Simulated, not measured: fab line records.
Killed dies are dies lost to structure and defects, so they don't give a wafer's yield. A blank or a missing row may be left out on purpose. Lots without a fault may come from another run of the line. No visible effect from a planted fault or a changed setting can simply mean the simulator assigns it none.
What tool caused it? ; flow n5_finfet ; 8 lots with 24 wafers sampled at 3 steps, on a route of 1938 steps

== WHAT THE GAUGES SHOWED, per wafer ==
N5_FIN_SAQP_THK_MEAS_07.
lot;measured;on;thk_nm (nm)
L464;day 4 03:46;film_metro-01;59.2 59.6 59.7
L467;day 4 22:08;film_metro-02;59.6 59.6 58.9
L468;day 5 03:41;film_metro-01;34.9 35.9 35.8
L469;day 5 10:56;film_metro-02;34.5 34.7 35.1
L471;day 5 21:49;film_metro-02;59.6 61.1 61.8
L473;day 6 11:10;film_metro-01;60.8 59.3 60.4
L474;day 6 15:19;film_metro-02;58.6 60.1 59.3
L476;day 7 04:05;film_metro-01;59.1 59.5 61.7

== WHICH TOOL RAN EACH LOT (tool, then ch and the chambers of the sampled wafers, then the start) ==
lot;N5_PMOS_HMC_CHANNEL_EPI_HM_OPEN_15;N5_FIN_SAQP_PECVD_06
L464;rie_diel-06 ch 0,1, day 3 23:53;pecvd-01 ch 1,2, day 4 03:40
L467;rie_diel-06 ch 1,2,3, day 4 17:52;pecvd-01 ch 0,1,2, day 4 22:03
L468;rie_diel-06 ch 1,2,3, day 4 23:59;pecvd-01 ch 0,1, day 5 03:35
L469;rie_diel-05 ch 0,1,2, day 5 06:31;pecvd-01 ch 0,1, day 5 10:51
L471;rie_diel-05 ch 1,2,3, day 5 18:18;pecvd-04 ch 0,2, day 5 21:44
L473;rie_diel-03 ch 1,2, day 6 07:38;pecvd-02 ch 0,1, day 6 11:05
L474;rie_diel-03 ch 1,2,3, day 6 11:25;pecvd-02 ch 0,2, day 6 15:14
L476;rie_diel-03 ch 0,1,2, day 7 00:01;pecvd-02 ch 0,1,2, day 7 04:00
- N5_PMOS_HMC_CHANNEL_EPI_HM_OPEN_15: chemistry CHF3/O2, target SiO2, target depth 40.6 nm, time 20.3 s.
- N5_FIN_SAQP_PECVD_06: deposits a-Si from SiH4/He, target thk 60 nm, time 48.1 s.

== THE ANSWER, worked out from the rows above alone ==
Rule: what is usual is taken from the lots themselves. The widest of any qualifying gaps counts: lots, ordered by their means at a reading, are off when they make up no more than a third of the lots, leave a main group of 4 or more, and stand apart from it by 3 or more times the standard deviation of that group's means. The tables above print the reading to a certain number of digits; a main group whose means all agree to those digits is not used. Also off: a lot with no number at a reading for which 4 or more lots have one. The other lots that the step has rows for count as sound.
Off: L468, L469, at N5_FIN_SAQP_THK_MEAS_07 (thk_nm). Main group: mean 59.9 nm, sd 0.54.
A tool fits if, at a process step before that reading, it ran every lot that is off, and no sound lot after the first of them. The gauges at N5_FIN_SAQP_THK_MEAS_07 are tried like those tools. One fits: N5_FIN_SAQP_PECVD_06 on pecvd-01. Its last sound lot is L467 (day 4 22:03), its first lot that is off L468 (day 5 03:35): a fault that began between those two fits.

== WHAT THE SIMULATOR HAD PUT IN ==
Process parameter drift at N5_FIN_SAQP_PECVD_06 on pecvd-01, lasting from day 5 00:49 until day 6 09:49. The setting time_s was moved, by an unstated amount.
Lots struck among those shown: L468, L469. The same result came from the rule above.
